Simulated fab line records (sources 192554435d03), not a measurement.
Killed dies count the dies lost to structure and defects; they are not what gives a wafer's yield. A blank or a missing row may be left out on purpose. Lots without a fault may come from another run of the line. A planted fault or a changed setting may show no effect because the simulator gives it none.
fab line records	flow n5Finfet
record lots=11	wafers=31	lastDay=18
route steps=1938 shown BEOL_M1@797 MIM_TOP_ETCH@1851 MIM_BOT_LITHO@1865 PASS1_CAP@1873 PASSIVATION@1936
lots that met no fault: taken from a fault-free run of the same line
startH: hours from the record's opening day to when the first of the lot's shown wafers began	waitH: how many hours have passed since the lot's step before this one	" the same as in the row above	L1.1+2: a row that stands for several wafers	- either no value or no given start	* or withheld: withheld	< > ~ a bound
route shown NAME@n: NAME is a module with steps in the file, n the number in the route of the first one	usual: mean and standard deviation over wafers with no fault	same: alike in all rows	chamber/n: place in a boat	sites: per-site readings	_std_site: standard deviation of those values	_edge_site: inner sites' mean taken away from outer sites' mean	radiusMm: for every site, how far away it sits from the centre of the wafer	mask NAME#n: copy n	behind: the last tool/chamber to shape the wafer	hold: the reason the lot was held/the length of the hold in hours/how it ended	device: the transistor (n, p or np) that didn't switch	end of line: the tests these same wafers got at the end of their route	step lacking rows: just its recipe	killed: dies that structure and defects cost at the first sort, which is not the same as the wafer's yield	map: per-die view of a wafer (x killed, . not killed, _ where there is no die)
set.NAME: the setting as run; set.NAME@STEP: as run at that earlier step	model.NAME: the simulator's own value behind a step, which no gauge read
the route's steps for a sample of lots (tables are steps, rows are wafers)
services: the hour from which a tool's chamber was out of use, counted from the record's first day as startH (under 0 if before that day), plus the number of hours and why
## steps
# step N5_BEOL_M1_VIA_ETCH_34
# recipe chemistry=C4F6/O2	targetDepthA=678	maskMaterial=SOC	pressureMtorr=15	ionEnergyEv=250	taperDeg=4	timeS=64.4	sourceW=350	biasW=170	Ar_flow_sccm=300	C4F6_flow_sccm=10	O2_flow_sccm=10
# usual drypumpMotorCurrentA=5.9/0.33	oesProductAu=0.79/0.095	rfVppV=658/17	showerheadPlenumPTorr=2.80/0.1	throttleValvePct=30.8/0.31
lot.wafer	tool	chamber	startH	waitH	drypumpMotorCurrentA	oesProductAu	rfHoursCounterH	rfVppV	showerheadPlenumPTorr	throttleValvePct
L230.1	rieDiel-03	0	130.24	0.0	5.8	0.91	19	650	2.88	30.9
L230.4	"	2	"	"	6.5	0.69	237	647	2.81	30.5
L230.6	"	1	"	"	5.6	0.75	-	654	2.72	31.2
L231.3	rieDiel-06	3	146.03	0.0	6.1	0.78	116	635	2.78	31.1
L231.4	"	2	"	"	5.9	0.68	234	686	2.91	30.6
L231.5	"	2	"	"	5.9	0.67	-	686	2.91	30.6
L233.2	rieDiel-06	3	158.68	0.0	6.0	0.78	119	635	2.78	31.2
L233.4	"	0	"	"	5.5	0.70	223	654	2.71	30.9
L233.5	"	3	"	"	6.0	0.78	-	636	2.78	31.2
L236.2	rieDiel-06	0	173.55	0.0	5.5	0.70	227	657	2.71	31.0
L236.3	"	2	"	"	5.9	0.66	242	685	2.90	30.6
L236.5	"	1	"	"	6.2	0.91	-	657	2.80	31.0
L239.1	rieDiel-06	0	188.61	0.0	5.5	0.70	232	655	2.71	31.0
L239.4	"	3	"	"	6.0	0.76	-	635	2.78	31.2
L239.6	"	1	"	"	6.2	0.90	-	656	2.80	31.0
L245.2	rieDiel-03	0	230.08	0.0	5.8	0.85	52	648	2.86	30.9
L245.3	"	3	"	"	5.5	0.68	249	648	2.71	30.7
L246.1	rieDiel-04	2	236.12	0.0	6.1	0.96	8	706	2.95	31.2
L246.5	"	2	"	"	6.1	0.94	-	706	2.95	31.2
L246.6	"	3	"	"	5.6	0.78	-	654	2.64	30.7
L248.2	rieDiel-03	3	249.62	0.0	5.5	0.95	2	659	3.05	30.4
L248.4	"	1	"	"	5.6	0.71	212	653	2.70	31.2
L248.6	"	2	"	"	6.6	0.93	-	647	2.80	30.3
L249.2	rieDiel-04	2	249.65	0.0	6.0	0.93	13	706	2.94	31.2
L249.5	"	2	"	"	6.1	0.93	-	705	2.94	31.2
L250.1	rieDiel-06	1	254.88	0.0	6.2	0.86	52	656	2.79	31.1
L250.4	"	3	"	"	6.0	0.74	-	635	2.77	31.2
L250.6	"	2	"	"	5.9	0.92	-	685	2.89	30.5
L252.2	rieDiel-06	0	277.55	0.0	5.5	0.95	4	667	3.04	30.6
L252.5	"	3	"	"	6.0	0.74	-	636	2.76	31.2
L252.6	"	2	"	"	5.9	0.90	-	686	2.89	30.5
# step N5_MIM_TOP_ETCH_ETCH_00
# recipe chemistry=Cl2/BCl3	target=TiN	targetDepthA=385	ionEnergyEv=150	pressureMtorr=10	icpW=1000	biasW=126	Cl2_flow_sccm=53.25	bcl3FlowSccm=21.75	Ar_flow_sccm=25
# usual drypumpMotorCurrentA=5.7/0.35	oesProductAu=0.78/0.065	throttleValvePct=22.61/0.24
lot.wafer	tool	chamber	startH	waitH	drypumpMotorCurrentA	oesProductAu	rfHoursCounterH	throttleValvePct
L230.1	rieMetal-02	1	256.81	0.1	6.3	0.74	46	22.19
L230.4	"	0	"	"	5.6	0.72	-	22.48
L230.6	"	1	"	"	6.3	0.74	-	22.17
L231.3	rieMetal-03	1	278.63	0.1	6.0	0.77	-	22.79
L231.4	"	0	"	"	5.6	0.76	-	22.46
L231.5	"	0	"	"	5.6	0.76	-	22.46
L233.2	rieMetal-02	0	282.45	0.1	5.6	0.72	57	22.47
L233.4	"	0	"	"	5.6	0.71	-	22.49
L233.5	"	1	"	"	6.3	0.74	-	22.18
L236.2	rieMetal-01	0	305.35	0.1	5.2	0.86	21	22.89
L236.3	"	1	"	"	5.5	0.90	-	22.81
L236.5	"	0	"	"	5.2	0.87	-	22.88
L239.1	rieMetal-03	0	330.97	0.1	5.6	0.74	54	22.47
L239.4	"	1	"	"	5.9	0.76	-	22.81
L239.6	"	0	"	"	5.7	0.75	-	22.46
L245.2	rieMetal-02	0	365.90	0.1	5.6	0.70	63	22.50
L245.3	"	0	"	"	5.6	0.70	-	22.51
L246.1	rieMetal-03	0	378.89	0.1	5.6	0.73	59	22.49
L246.5	"	0	"	"	5.6	0.73	-	22.48
L246.6	"	1	"	"	5.9	0.76	-	22.82
L249.2	rieMetal-03	1	384.17	0.1	5.9	0.76	56	22.82
L249.5	"	0	"	"	5.6	0.73	-	22.48
L250.1	rieMetal-01	1	390.37	0.1	5.5	0.88	17	22.82
L250.4	"	0	"	"	5.2	0.84	-	22.91
L250.6	"	0	"	"	5.2	0.85	-	22.90
L248.2	rieMetal-02	0	407.74	0.1	5.6	0.71	66	22.50
L248.4	"	0	"	"	5.6	0.71	-	22.52
L248.6	"	0	"	"	5.6	0.70	-	22.49
L252.2	rieMetal-01	1	423.53	0.1	5.5	0.86	20	22.84
L252.5	"	0	"	"	5.1	0.82	-	22.91
L252.6	"	1	"	"	5.5	0.86	-	22.81
# step N5_MIM_BOT_LITHO_DESCUM_10
# recipe chemistry=O2	timeS=7.9	sourcePowerW=50	biasPowerW=20	pressureMtorr=20	rfFrequencyHz=2.712e+07	tempC=40	o2FlowSccm=225
# usual drypumpMotorCurrentA=5.4/0.45	oesProductAu=0.78/0.057	rfVppV=243.9/1.2	showerheadPlenumPTorr=2.14/0.062	throttleValvePct=20.45/0.24
lot.wafer	tool	chamber	startH	waitH	drypumpMotorCurrentA	oesProductAu	rfHoursCounterH	rfVppV	showerheadPlenumPTorr	throttleValvePct
L230.1	rieDiel-05	1	257.48	0.0	5.6	0.74	166	244.4	2.22	20.28
L230.4	"	2	"	"	5.2	0.94	14	244.6	2.14	20.11
L230.6	"	1	"	"	5.6	0.75	-	244.9	2.22	20.27
L231.3	rieDiel-02	3	279.63	0.4	5.2	0.72	163	242.5	2.10	20.61
L231.4	"	1	"	"	5.0	0.76	131	244.2	2.21	20.59
L231.5	"	3	"	"	5.2	0.73	-	242.9	2.10	20.61
L233.2	rieDiel-02	3	283.69	0.4	5.2	0.72	164	242.8	2.10	20.61
L233.4	"	2	"	"	6.4	0.81	88	244.6	2.18	20.26
L233.5	"	3	"	"	5.2	0.73	-	243.7	2.10	20.59
L236.2	rieDiel-01	0	306.00	0.0	6.0	0.91	28	242.6	2.20	20.13
L236.3	"	3	"	"	5.7	0.73	168	242.3	2.09	20.82
L236.5	"	1	"	"	5.7	0.82	-	245.0	2.21	20.69
L239.1	rieDiel-02	3	331.89	0.2	5.2	0.71	181	241.9	2.10	20.65
L239.4	"	0	"	"	4.9	0.74	203	244.6	2.07	20.44
L239.6	"	2	"	"	6.4	0.80	-	243.9	2.17	20.28
L245.2	rieDiel-05	3	366.68	0.0	5.1	0.77	145	243.5	2.11	20.68
L245.3	"	1	"	"	5.6	0.71	200	244.6	2.20	20.31
L246.1	rieDiel-05	3	379.72	0.0	5.1	0.77	149	242.3	2.11	20.71
L246.5	"	1	"	"	5.6	0.71	-	243.7	2.20	20.33
L246.6	"	0	"	"	5.4	0.80	-	242.4	2.00	20.56
L249.2	rieDiel-05	0	384.86	0.0	5.4	0.80	122	242.6	2.00	20.56
L249.5	"	0	"	"	5.4	0.80	-	241.2	2.00	20.56
L250.1	rieDiel-05	3	391.15	0.0	5.1	0.77	153	243.4	2.10	20.70
L250.4	"	1	"	"	5.6	0.70	207	244.2	2.20	20.34
L250.6	"	1	"	"	5.6	0.71	-	243.8	2.20	20.34
L248.2	rieDiel-01	0	408.57	0.0	6.1	0.86	62	246.0	2.19	20.20
L248.4	"	3	"	"	5.7	0.70	202	243.8	2.08	20.87
L248.6	"	0	"	"	6.0	0.86	-	244.2	2.19	20.20
L252.2	rieDiel-01	1	424.18	0.0	5.7	0.77	111	245.6	2.19	20.76
L252.5	"	3	"	"	5.7	0.70	-	243.0	2.08	20.87
L252.6	"	1	"	"	5.7	0.77	-	245.6	2.19	20.75
# step N5_PASSIVATION_PECVD_55
# recipe material=SiO2	targetThkA=4000	tempC=400	precursor=SiH4/N2O	pressureTorr=2.7	rfW=608	timeS=22.5
# usual heaterPowerW=688/120	showerheadPlenumPTorr=8.22/0.13	showerheadVppV=1496/63	throttleValvePct=51.0/1.7
lot.wafer	tool	chamber	startH	waitH	heaterPowerW	showerheadPlenumPTorr	showerheadVppV	throttleValvePct
L230.1	pecvd-04	2	258.42	0.0	889	8.47	1421	50.3
L230.4	"	1	"	"	698	8.20	1557	50.6
L230.6	"	0	"	"	667	8.31	1505	51.4
L231.3	pecvd-01	2	280.76	0.0	618	8.20	1513	47.8
L231.4	"	1	"	"	440	8.13	1534	49.4
L231.5	"	0	"	"	741	8.33	1676	50.9
L233.2	pecvd-03	1	284.59	0.0	680	8.17	1465	53.7
L233.4	"	1	"	"	531	8.18	1471	54.0
L233.5	"	0	"	"	652	8.06	1412	51.7
L236.2	pecvd-03	0	306.94	0.0	698	8.07	1441	51.8
L236.3	"	2	"	"	597	8.16	1531	49.3
L236.5	"	1	"	"	690	8.19	1477	53.6
L239.1	pecvd-03	0	332.79	0.0	585	8.06	1445	51.8
L239.4	"	0	"	"	638	8.07	1448	51.8
L239.6	"	1	"	"	679	8.19	1446	53.6
L245.2	pecvd-01	1	367.57	0.0	521	8.12	1521	49.0
L245.3	"	2	"	"	657	8.20	1488	48.1
L246.1	pecvd-03	1	380.68	0.0	676	8.18	1474	53.5
L246.5	"	1	"	"	529	8.17	1455	53.9
L246.6	"	2	"	"	655	8.14	1508	49.4
L249.2	pecvd-04	0	386.15	0.0	684	8.29	1533	51.8
L249.5	"	2	"	"	939	8.48	1409	51.1
L250.1	pecvd-01	2	392.03	0.0	674	8.22	1512	48.4
L250.4	"	0	"	"	672	8.32	1665	51.4
L250.6	"	1	"	"	505	8.13	1516	49.7
L248.2	pecvd-04	2	409.45	0.0	874	8.50	1433	51.2
L248.4	"	0	"	"	627	8.31	1550	51.7
L248.6	"	2	"	"	918	8.47	1402	51.0
L252.2	pecvd-03	0	425.11	0.0	647	8.07	1459	51.9
L252.5	"	2	"	"	607	8.16	1506	49.7
L252.6	"	0	"	"	668	8.06	1427	51.8
# step N5_PASSIVATION_PROBE_49
# usual defectLimitedYield=90.9/1.6	killed_at_M0_to_M3=34/10	killed_at_M4_up=13/5.4	killedAtContacts=13/6	killedAtFrontEnd=42/13	killedAtOther=4/3.2	killedDies=107/18	killedOnRim=14/4.2	killedOpen=69/14	killedShort=35/7.7	sort_bin_4_leakage=0.02/0.17	sort_bin_5_function=5.3/1	sort_bin_6_memory=3.3/0.75	sortNPass=1073/19	sortYieldPct=90.9/1.6
# same grossDies=1180	killedAtBackSide=0	sort_bin_8_speed[%]=0
lot.wafer	tool	chamber	startH	waitH	defectLimitedYield[%]	killed_at_M0_to_M3	killed_at_M4_up	killedAtContacts	killedAtFrontEnd	killedAtOther	killedDies	killedOnRim	killedOpen	killedShort	sort_bin_4_leakage[%]	sort_bin_5_function[%]	sort_bin_6_memory[%]	sortNPass	sortYieldPct[%]
L233.2	prober-02	-	294.51	0.1	91.6	27	11	18	40	3	99	13	58	31	0	4.7	2.6	1081	91.6
L233.4	prober-02	-	294.61	0.2	90.8	46	3	3	56	1	109	16	69	34	0	5.8	3.2	1071	90.8
L233.5	prober-02	-	294.66	0.2	91.2	22	7	15	59	1	104	10	72	29	0	5.0	3.5	1076	91.2
L236.2	prober-02	-	315.63	0.1	83.1	117	8	7	65	2	199	28	79	28	0	10.6	5.0	981	83.1
L236.3	prober-02	-	315.68	0.1	84.7	114	16	14	35	2	181	26	67	41	0	9.2	4.2	999	84.7
L236.5	prober-02	-	315.78	0.2	84.8	101	7	14	55	2	179	28	75	29	0	10.3	3.8	1001	84.8
L239.1	prober-01	-	342.57	0.0	82.7	108	16	16	57	7	204	29	75	39	0	10.5	5.0	976	82.7
L239.4	prober-01	-	342.72	0.2	87.3	78	11	21	39	1	150	24	73	34	0	8.2	3.3	1030	87.3
L239.6	prober-01	-	342.82	0.3	85.7	103	6	17	41	2	169	27	62	37	0	9.7	2.6	1011	85.7
# killed by level:class
L233.2 MOL_CONTACT_COAG:geometricParticle:open=14 BEOL_M2:geometricParticle:open=11 HKMG_FIN:areaEtch=8 STI_FIN_REVEAL:geometricParticle:open=7 BEOL_M0_SAQP:geometricParticle:short=5 BEOL_M5:geometricParticle:open=5 FIN_SAQP:geometricParticle:open=4 STI_FIN_REVEAL:geometricParticle:short=4
L233.4 FIN_SAQP:geometricParticle:open=18 STI_FIN_REVEAL:geometricParticle:open=13 BEOL_M2:geometricParticle:open=10 FIN_SAQP:geometricParticle:short=7 BEOL_M1:geometricParticle:open=7 BEOL_M2:geometricParticle:short=6 BEOL_M0_SAQP:geometricParticle:short=5 STARTING-WAFER:geometricParticle:short=5
L233.5 FIN_SAQP:geometricParticle:open=25 FIN_SAQP:geometricParticle:short=11 MOL_CONTACT_COAG:geometricParticle:open=11 BEOL_M2:geometricParticle:open=10 STI_FIN_REVEAL:geometricParticle:open=6 GATE_CUT:geometricParticle:short=4 BEOL_M1:geometricParticle:open=4 GATE_CUT:geometricParticle:open=3
L236.2 BEOL_M1:unspecified=92 STI_FIN_REVEAL:geometricParticle:open=31 FIN_SAQP:geometricParticle:short=8 STI_FIN_REVEAL:geometricParticle:short=8 FIN_SAQP:geometricParticle:open=7 BEOL_M0:geometricParticle:open=5 BEOL_M1:geometricParticle:open=5 BEOL_M2:geometricParticle:open=5
L236.3 BEOL_M1:unspecified=71 BEOL_M0_SAQP:geometricParticle:short=10 MOL_CONTACT_COAG:geometricParticle:open=10 BEOL_M0_SAQP:geometricParticle:open=9 STI_FIN_REVEAL:geometricParticle:open=8 BEOL_M3:geometricParticle:open=7 BEOL_M4:geometricParticle:open=7 FIN_SAQP:geometricParticle:open=6
L236.5 BEOL_M1:unspecified=73 FIN_SAQP:geometricParticle:open=15 STI_FIN_REVEAL:geometricParticle:open=12 MOL_CONTACT_COAG:geometricParticle:open=11 FIN_SAQP:geometricParticle:short=9 BEOL_M2:geometricParticle:open=7 DUMMY_GATE:geometricParticle:open=6 BEOL_M1:geometricParticle:open=6
L239.1 BEOL_M1:unspecified=86 FIN_SAQP:geometricParticle:open=14 STI_FIN_REVEAL:geometricParticle:open=14 MOL_CONTACT_COAG:geometricParticle:open=12 FIN_SAQP:geometricParticle:short=10 BEOL_M0_SAQP:geometricParticle:short=5 GATE_CUT:geometricParticle:open=5 BEOL_M2:geometricParticle:open=5
L239.4 BEOL_M1:unspecified=43 MOL_CONTACT_COAG:geometricParticle:open=17 STI_FIN_REVEAL:geometricParticle:open=9 BEOL_M2:geometricParticle:open=8 FIN_SAQP:geometricParticle:open=6 BEOL_M3:geometricParticle:short=6 STARTING-WAFER:geometricParticle:short=6 FIN_SAQP:geometricParticle:short=5
L239.6 BEOL_M1:unspecified=69 MOL_CONTACT_COAG:geometricParticle:open=13 FIN_SAQP:geometricParticle:open=12 BEOL_M0_SAQP:geometricParticle:open=9 FIN_SAQP:geometricParticle:short=8 DUMMY_GATE:geometricParticle:open=8 BEOL_M0_SAQP:geometricParticle:short=6 BEOL_M2:geometricParticle:open=5
## services
tool	chamber	startH	hours	kind
rieDiel-05	-	112.03	4.3	pm
rieDiel-02	2	136.70	8.8	repair
rieDiel-02	-	154.74	14.6	pm
rieDiel-05	2	159.38	5.2	repair
rieMetal-01	-	167.32	2.4	repair
rieDiel-02	1	170.92	3.2	repair
rieDiel-06	2	178.37	10.6	repair
rieDiel-02	-	201.05	2.8	pm
rieDiel-06	-	201.59	2.8	pm
rieDiel-05	3	264.39	4.8	repair
rieMetal-01	-	272.73	0.1	repair
rieDiel-05	-	272.79	2.8	pm
rieDiel-01	1	293.56	7.0	repair
rieDiel-05	0	301.41	5.1	repair
rieMetal-02	-	307.13	0.8	repair
rieDiel-06	-	318.79	1.1	repair
rieDiel-02	2	322.94	2.0	repair
rieMetal-03	1	354.96	15.2	repair
rieDiel-05	0	366.04	5.1	repair
rieDiel-06	0	366.77	5.4	repair
rieDiel-01	-	373.38	0.9	repair
rieMetal-02	1	380.45	2.3	repair
rieDiel-06	3	398.14	6.2	repair
rieMetal-03	1	422.02	2.7	repair
## key
firstSign step=N5_PASSIVATION_PROBE_49	reading=killed_at_M0_to_M3	direction=up	sigmas=6.8	usual=34	struck=104
effect step=N5_PASSIVATION_PROBE_49	reading=killedDies	direction=up	sigmas=4	usual=107	struck=180
moreKillsBornAt N5_BEOL_M1_VIA_ETCH_34@rieDiel-06=434
metAt N5_BEOL_M1_VIA_ETCH_34
struckLots L236,L239
notActingAt N5_MIM_TOP_ETCH_ETCH_00,N5_MIM_BOT_LITHO_DESCUM_10,N5_PASSIVATION_PECVD_55
onsetBetween 158.68 173.55
fault kind=chamberParticleSource	tool=rieDiel-06	chamber=-	onsetH=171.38	steps=N5_BEOL_M1_VIA_ETCH_34	ratePerVisitCm2=0.43266	endH=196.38
